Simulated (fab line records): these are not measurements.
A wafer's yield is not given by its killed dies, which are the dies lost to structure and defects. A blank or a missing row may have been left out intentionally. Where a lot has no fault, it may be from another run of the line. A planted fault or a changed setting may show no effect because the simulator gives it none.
Matching of chambers	flow nand-harc	NHARC_P_GATE_ETCH_104 on rie-diel-07 has 4 sister chambers
The step etches the open film in CF4/CHF3, target depth 60 nm. 4 wafers are shown with their chamber, then 8 later ones without.

== EACH WAFER AND ITS CHAMBER ==
wafer	chamber	drypump-motor-current-A (A)
L811.1	3	5.55
L811.3	2	5.84
L811.6	1	5.87
L813.3	0	5.86

== WAFERS WHOSE CHAMBER IS MISSING ==
wafer	drypump-motor-current-A (A)
L813.4	5.85
L813.6	5.86
L816.2	5.54
L816.4	5.82
L816.5	5.83
L822.1	5.82
L822.2	5.86
L822.4	5.88

== CHAMBER TAKEN BY EACH ==
wafer	from the rows above	in truth
L813.4	can't be placed: 2 or 0 or 1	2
L813.6	can't be placed: 0 or 1 or 2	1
L816.2	3	3
L816.4	can't be placed: 2 or 0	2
L816.5	can't be placed: 2 or 0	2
L822.1	can't be placed: 2 or 0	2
L822.2	can't be placed: 0 or 1 or 2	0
L822.4	can't be placed: 1 or 0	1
1 of 8 placed correctly. From these rows, 7 cannot be placed; in 7 the true chamber is one of the candidates. 0 placed wrongly.
How it was worked out, from the rows above alone: a wafer's distance from a chamber is the root of the sum, over the readings, of the square of ((its reading less the chamber's mean) divided by the reading's scatter). The wafer belongs to the nearest chamber; if the next one is less than 2 further off, it can't be placed. A chamber's mean is the mean of its shown wafers. The scatter (one wafer shown for each chamber): square how far every hidden wafer sits from the nearest shown wafer, average those squares and take the square root.
